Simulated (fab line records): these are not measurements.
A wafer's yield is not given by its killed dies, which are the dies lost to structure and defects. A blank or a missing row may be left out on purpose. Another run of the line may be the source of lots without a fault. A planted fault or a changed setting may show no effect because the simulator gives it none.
Chamber matching	flow n5Finfet	N5_FIN_SAQP_ETCH_52 on rieDiel-01 has 4 sister chambers
The step etches SOC in N2/H2, target depth 100 nm, overetch 20 nm, time 150 s. 7 wafers are shown with their chamber, then 7 later ones without.

## WAFERS, EACH WITH ITS CHAMBER
wafer	chamber	drypumpMotorCurrentA (A)	throttleValvePct (%)
L082.5	0	4.9	17.82
L082.6	1	5.1	17.74
L083.4	1	5.1	17.74
L083.5	3	5.3	18.03
L083.6	2	6.5	17.19
L086.1	3	5.2	18.03
L086.3	0	4.9	17.84

## WAFERS WHOSE CHAMBER IS MISSING
wafer	drypumpMotorCurrentA (A)	throttleValvePct (%)
L086.5	5.3	18.06
L095.1	4.9	17.87
L095.4	5.2	18.09
L095.5	4.9	17.87
L096.1	6.4	17.24
L096.2	5.1	17.78
L096.5	4.9	17.88

## WHICH CHAMBER EACH ONE RAN IN
wafer	from the rows above	in truth
L086.5	3	3
L095.1	0	0
L095.4	3	3
L095.5	0	0
L096.1	2	2
L096.2	1	1
L096.5	0	0
Placed correctly: 7 of 7. Number that these rows cannot place: 0. Wrongly placed: 0.
How it was worked out, from the rows above alone: a wafer's distance from a chamber is the root of the sum, over the readings, of the square of ((its reading less the chamber's mean) divided by the reading's scatter). If the next closest chamber is less than 2 further off than the closest, the wafer can't be placed; otherwise it belongs to the closest. A chamber's mean is the mean of its shown wafers. The scatter: take each reading less its chamber's mean, square it, sum over the shown wafers, divide by the number of wafers less the number of chambers, and take the root.
